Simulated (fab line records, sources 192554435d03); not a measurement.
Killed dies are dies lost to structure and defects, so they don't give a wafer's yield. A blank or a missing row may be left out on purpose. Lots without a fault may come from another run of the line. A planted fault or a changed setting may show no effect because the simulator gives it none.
fab line records | flow n5_finfet
record lots=7 wafers=21
route steps=1938 shown BEOL_M12@1642 BEOL_M15@1809 MIM_TOP_LITHO@1843
start_h: hours from the record's first day to the start of the lot's first wafer shown | wait_h: hours since the lot's step before | " the same as in the row above | L1.1+2: a row that stands for several wafers | - no value, or no start given | * or withheld: withheld | < > ~ a bound
route shown NAME@n: a module of which the file shows steps, and the number in the route of the first | usual: mean/standard deviation of fault-free wafers | same: alike in all rows | chamber/n: place in a boat | sites: the reading at each site | _std_site: their standard deviation | _edge_site: outer sites' mean less inner sites' | radius_mm: how far each site lies from the wafer's centre | mask NAME#n: copy n | behind: the tool/chamber that last shaped the wafer | hold: why the lot was held/for how many hours/how that ended | device: the transistor (n, p or np) that didn't switch | end of line: the same wafers' tests at the end of the route | a step without rows: its recipe alone | killed: dies lost to structure and defects at the first sort, not the wafer's yield | map: a wafer's dies, x killed, . not, _ none there
set.NAME: the setting as run; set.NAME@STEP: as run at that earlier step | model.NAME: the simulator's own value behind a step, which no gauge read
lots whose settings were changed on purpose; a table a step, a row a wafer
## steps
# step N5_BEOL_M12_STRIP_37
# recipe chemistry=N2/H2 power_w=1000 temp_c=250 h2_frac=0.65 overash_fraction=0.3 pressure_mtorr=withheld n2_flow_sccm=1750 h2_flow_sccm=3250
# columns lot.wafer tool chamber start_h wait_h set.h2_flow_sccm
L076.3+6 plasma_asher-02 1 226.85 0.1 3250
L076.5 " 0 " " 3041
L080.2 plasma_asher-02 1 244.81 0.0 3250
L080.5+6 " 1,0 " " 3373
L082.3+5 plasma_asher-02 1 248.97 0.1 3250
L082.6 " 0 " " 3382
L084.1+2+6 plasma_asher-01 0,1,0 263.18 0.0 3250
L094.1+4+5 plasma_asher-01 0,1,0 359.87 0.0 3250
L089.1 plasma_asher-02 1 375.54 0.0 3250
L089.4+6 " 1 " " 3333
L091.3+4+5 plasma_asher-01 1,0,0 378.21 0.1 3250
# step N5_BEOL_M12_ETCH_38
# recipe chemistry=CF4/N2 target=SiCN target_depth_a=687 taper_deg=2 time_s=73.4 ion_energy_ev=150 mask_material=SiO2 pressure_mtorr=40 source_w=430 bias_w=70 Ar_flow_sccm=100 cf4_flow_sccm=60 n2_flow_sccm=60
# step N5_BEOL_M12_PRECLEAN_39
# recipe chemistry=residue_remover time_s=60 temp_c=40
# step N5_BEOL_M12_ECD_47
# recipe material=Cu target_thk_a=7200
# step N5_BEOL_M12_ANNEAL_48
# recipe temp_c=225 time_s=90 ambient=N2
# step N5_BEOL_M12_CMP_49
# recipe stop_on=SiOC t_overpolish_s=20.6 down_force_psi=1 platen_rpm=50 clearing_platen_down_force_psi=1.5 clearing_platen_rpm=50 post_cmp_clean=cu_alkaline target_thk_nm=320 clearing_platen_pad_velocity_m_s=0.99484 pad_velocity_m_s=0.99484
# columns lot.wafer tool chamber start_h wait_h set.time_s@BEOL_M12_TRENCH_ETCH_34 model.Cu_of_BEOL_M12_ECD_47.thk_nm
L076.3 cmp-02 2 228.06 0.3 125.5 314.8
L076.6 " 2 " " 125.5 317
L076.5 " 3 " " 147.4 374
L080.2 cmp-02 0 245.97 0.2 125.5 320.8
L080.5 " 0 " " 125.5 319.8
L080.6 " 1 " " 125.5 323.8
L082.3 cmp-02 0 250.32 0.2 104.1 266.6
L082.5 " 2 " " 104.1 270.2
L082.6 " 3 " " 125.5 323.6
L084.2 cmp-02 0 264.55 0.2 125.5 320
L084.1 " 2 " " 125.5 311.8
L084.6 " 3 " " 125.5 318.2
L094.4 cmp-03 1 361.13 0.1 125.5 316.8
L094.1 " 3 " " 125.5 316
L094.5 " 2 " " 125.5 315.2
L089.4 cmp-04 1 378.84 0.1 115.6 295.4
L089.1 " 2 " " 125.5 323.4
L089.6 " 2 " " 115.6 299.4
L091.3 cmp-02 3 381.31 0.2 133 334.2
L091.4 " 0 " " 125.5 319.8
L091.5 " 3 " " 133 342.6
# step N5_BEOL_M12_THK_MEAS_50
# recipe thk_meas_gauge=xrf reads=Cu_of_BEOL_M12_ECD_47
# usual M12_THK=322/4.5
# columns lot.wafer tool chamber start_h wait_h set.time_s@BEOL_M12_TRENCH_ETCH_34 M12_THK[nm]
L076.3 film_metro-01 - 228.35 - 125.5 315
L076.5 " - " " 147.4 373
L076.6 " - " " 125.5 318
L080.2 film_metro-02 - 246.26 - 125.5 324
L080.5 " - " " 125.5 322
L080.6 " - " " 125.5 326
L082.3 film_metro-01 - 250.54 - 104.1 268
L082.5 " - " " 104.1 269
L082.6 " - " " 125.5 322
L084.1 film_metro-02 - 264.81 - 125.5 315
L084.2 " - " " 125.5 323
L084.6 " - " " 125.5 321
L094.1 film_metro-02 - 361.43 - 125.5 321
L094.4 " - " " 125.5 321
L094.5 " - " " 125.5 320
L089.1 film_metro-01 - 379.14 - 125.5 322
L089.4 " - " " 115.6 295
L089.6 " - " " 115.6 299
L091.3 film_metro-02 - 381.61 - 133 334
L091.4 " - " " 125.5 318
L091.5 " - " " 133 343
# step N5_BEOL_M12_PRE_CLEAN_52
# recipe gas=NH3 time_s=15 temp_c=withheld rf_power_w=300
# step N5_BEOL_M12_DEP_53
# recipe material=SiCN target_thk_a=300 temp_c=withheld precursor=3MS/NH3 pressure_torr=3 rf_w=675 time_s=10.5
# step N5_BEOL_M12_RS_MEAS_54
# recipe thk_meas_gauge=four-point-probe reads=Cu_of_BEOL_M12_ECD_47+Ta_of_BEOL_M12_SPUTTER_44+TaN_of_BEOL_M12_SPUTTER_43
# usual M12_RS=0.0599/0.00087
# columns lot.wafer tool chamber start_h wait_h set.time_s@BEOL_M12_TRENCH_ETCH_34 M12_RS[ohm/sq]
L076.3 film_metro-02 - 228.48 0.0 125.5 0.0610
L076.5 " - " " 147.4 0.0510
L076.6 " - " " 125.5 0.0606
L080.2 film_metro-01 - 246.39 0.0 125.5 0.0598
L080.5 " - " " 125.5 0.0599
L080.6 " - " " 125.5 0.0591
L082.3 film_metro-02 - 250.67 0.0 104.1 0.0726
L082.5 " - " " 104.1 0.0717
L082.6 " - " " 125.5 0.0593
L084.1 film_metro-02 - 264.94 0.0 125.5 0.0615
L084.2 " - " " 125.5 0.0601
L084.6 " - " " 125.5 0.0604
L094.1 film_metro-01 - 361.55 0.0 125.5 0.0607
L094.4 " - " " 125.5 0.0604
L094.5 " - " " 125.5 0.0609
L089.1 film_metro-02 - 379.26 0.0 125.5 0.0592
L089.4 " - " " 115.6 0.0651
L089.6 " - " " 115.6 0.0642
L091.3 film_metro-02 - 381.73 0.0 133 0.0573
L091.4 " - " " 125.5 0.0600
L091.5 " - " " 133 0.0558
# step N5_BEOL_M15_TRENCH_ETCH_34
# recipe chemistry=C4F8/O2/Ar target=SiO2 target_depth_a=8729.3 he_inner_torr=15 he_outer_torr=30 time_s=199 ion_energy_ev=800 pressure_mtorr=20 source_w=1905 bias_w=2040 Ar_flow_sccm=400 C4F8_flow_sccm=16 O2_flow_sccm=12
# usual rf_vpp_V=2232/38
# columns lot.wafer tool chamber start_h wait_h set.bias_w rf_vpp_V
L076.3 rie_diel-06 3 239.94 0.0 2040 2201
L076.5 " 2 " " 2040 2206
L076.6 " 1 " " 2040 2226
L080.2 rie_diel-01 2 258.76 0.0 2040 2286
L080.5 " 0 " " 2040 2301
L080.6 " 3 " " 2040 2234
L082.3 rie_diel-05 2 260.99 0.0 2040 2225
L082.5 " 1 " " 1742 1943
L082.6 " 0 " " 2040 2239
L084.1 rie_diel-05 1 276.93 0.0 2040 2172
L084.2 " 0 " " 1777 2031
L084.6 " 2 " " 2040 2223
L094.1 rie_diel-01 3 375.88 0.0 2040 2232
L094.4 " 0 " " 2040 2301
L094.5 " 2 " " 2040 2285
L089.1 rie_diel-06 0 399.71 0.0 2040 2192
L089.4 " 2 " " 2040 2203
L089.6 " 1 " " 2040 2223
L091.3 rie_diel-06 1 400.20 0.0 2040 2223
L091.4 " 2 " " 2040 2202
L091.5 " 1 " " 2325 2434
# step N5_BEOL_M15_SPUTTER_44
# recipe material=Ta target_thk_a=150 temp_c=50 bias_v=80 power_w=15000 chamber_pressure_pa=0.07 time_s=24.19
# columns lot.wafer tool chamber start_h wait_h set.time_s model.Ta_of_BEOL_M15_SPUTTER_44.thk_nm
L076.3 pvd_sputter-02 - 240.83 0.0 21.76 13
L076.5 " - " " 24.19 14.8
L076.6 " - " " 24.19 14.6
L080.2 pvd_sputter-01 - 259.85 0.0 24.19 15.4
L080.5 " - " " 24.19 15
L080.6 " - " " 22.12 14
L082.3+5 pvd_sputter-03 - 263.51 0.0 25.96 16
L082.6 " - " " 24.19 14.8
L084.1 pvd_sputter-02 - 278.43 0.0 27.24 16.8
L084.2+6 " - " " 24.19 14.6
L094.1+4 pvd_sputter-03 - 378.57 0.0 24.19 15.2
L094.5 " - " " 24.19 15
L089.1+4 pvd_sputter-03 - 402.27 0.0 26.79 16.6
L089.6 " - " " 24.19 15.2
L091.3 pvd_sputter-03 - 404.59 0.0 24.19 15
L091.4 " - " " 27.36 16.6
L091.5 " - " " 24.19 14.6
# step N5_MIM_TOP_LITHO_EXPOSE_05
# recipe mask_id=MIM_TOP na=0.55 source_shape=conventional sigma_outer=0.8 polarization=unpolarized target_cd_nm=2000 dose_mj=20.5
# columns lot.wafer tool chamber start_h wait_h mask set.dose_mj
L076.3 krf_scanner-01 0 244.07 - MIM_TOP#0 20.5
L076.5+6 " 0 " " MIM_TOP#0 21.41
L080.2+6 krf_scanner-01 0 266.09 - MIM_TOP#0 21.94
L080.5 " 0 " " MIM_TOP#0 20.5
L082.3+5+6 krf_scanner-02 0 268.22 - MIM_TOP#0 20.5
L084.1+2+6 krf_scanner-01 0 284.19 - MIM_TOP#0 20.98
L094.1+4+5 krf_scanner-01 0 384.99 - MIM_TOP#0 20.5
L089.1+4 krf_scanner-01 0 408.63 - MIM_TOP#0 20.5
L089.6 " 0 " " MIM_TOP#0 19.22
L091.3+4 krf_scanner-01 0 410.93 - MIM_TOP#0 20.5
L091.5 " 0 " " MIM_TOP#0 19.47
# step N5_MIM_TOP_LITHO_PEB_06
# recipe peb_temp_c=withheld peb_time_s=*
# step N5_MIM_TOP_LITHO_DEVELOP_07
# recipe develop_time_s=60 rinse_liquid=diw dry=air_spin dev_temp_c=21
# step N5_MIM_TOP_LITHO_HARDBAKE_09
# recipe temp_c=130 time_s=120
# step N5_MIM_TOP_LITHO_CD_MEAS_08
# recipe target_cd_nm=2000 landing_energy_ev=500 detector=se_inlens
# usual cd_nm=1999.5/2.1
# columns lot.wafer tool chamber start_h wait_h set.dose_mj@MIM_TOP_LITHO_EXPOSE_05 cd_nm
L076.3 cd_sem-02 0 244.23 - 20.5 1996.1
L076.5 " 0 " " 21.41 1989.7
L076.6 " 0 " " 21.41 1990.1
L080.2 cd_sem-03 0 266.26 - 21.94 1988.8
L080.5 " 0 " " 20.5 2000.0
L080.6 " 0 " " 21.94 1988.8
L082.3 cd_sem-02 0 268.39 - 20.5 1996.1
L082.5 " 0 " " 20.5 1998.8
L082.6 " 0 " " 20.5 1999.5
L084.1 cd_sem-01 0 284.37 - 20.98 1997.0
L084.2 " 0 " " 20.98 1991.7
L084.6 " 0 " " 20.98 1993.1
L094.1 cd_sem-02 0 385.17 - 20.5 1998.0
L094.4 " 0 " " 20.5 2000.6
L094.5 " 0 " " 20.5 1996.3
L089.1 cd_sem-02 0 408.80 - 20.5 2000.0
L089.4 " 0 " " 20.5 1998.0
L089.6 " 0 " " 19.22 2013.1
L091.3 cd_sem-03 0 411.10 - 20.5 1999.5
L091.4 " 0 " " 20.5 1999.4
L091.5 " 0 " " 19.47 2008.8
# step N5_MIM_TOP_LITHO_DESCUM_10
# recipe chemistry=O2 time_s=7.9 source_power_w=50 bias_power_w=20 pressure_mtorr=20 rf_frequency_hz=2.712e+07 temp_c=40 o2_flow_sccm=225
# columns lot.wafer tool chamber start_h wait_h set.dose_mj@MIM_TOP_LITHO_EXPOSE_05 model.MIM_TOP_LITHO.cd_nm
L076.3 rie_diel-03 3 244.87 0.6 20.5 -
L076.5+6 " 1,2 " " 21.41 1990
L080.2+6 rie_diel-04 3,0 266.35 0.0 21.94 1989
L080.5 " 1 " " 20.5 2000
L082.3 rie_diel-03 1 268.47 0.0 20.5 1996
L082.5+6 " 2,3 " " 20.5 1999
L084.1 rie_diel-04 2 284.46 0.0 20.98 1998
L084.2 " 1 " " 20.98 1992
L084.6 " 2 " " 20.98 1993
L094.1 rie_diel-02 0 385.25 0.0 20.5 1998
L094.4 " 1 " " 20.5 2000
L094.5 " 1 " " 20.5 1996
L089.1 rie_diel-03 3 408.89 0.0 20.5 2000
L089.4 " 0 " " 20.5 1998
L089.6 " 1 " " 19.22 -
L091.3 rie_diel-02 1 411.18 0.0 20.5 2000
L091.4 " 3 " " 20.5 1999
L091.5 " 3 " " 19.47 2009
## key
split step=N5_BEOL_M12_STRIP_37 setting=h2_flow_sccm stated=3250 by=wafer
response none clear
split step=N5_BEOL_M15_TRENCH_ETCH_34 setting=bias_w stated=2040 by=wafer
response step=N5_BEOL_M15_TRENCH_ETCH_34 reading=rf_vpp_V change=+16.5 per=1% r=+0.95
split step=N5_BEOL_M15_SPUTTER_44 setting=time_s stated=24.19 by=wafer
response step=N5_BEOL_M15_SPUTTER_44 reading=model.Ta_of_BEOL_M15_SPUTTER_44.thk_nm change=+0.152 per=1% r=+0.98
split step=N5_MIM_TOP_LITHO_EXPOSE_05 setting=dose_mj stated=20.5 by=wafer
response step=N5_MIM_TOP_LITHO_CD_MEAS_08 reading=cd_nm change=-1.81 per=1% r=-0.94
response step=N5_MIM_TOP_LITHO_DESCUM_10 reading=model.MIM_TOP_LITHO.cd_nm change=-1.68 per=1% r=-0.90
split outside_this_file step=N5_BEOL_M12_TRENCH_ETCH_34 setting=time_s
# split outside_this_file: this setting was split too, and the file shows its column; the key of that split is in another file
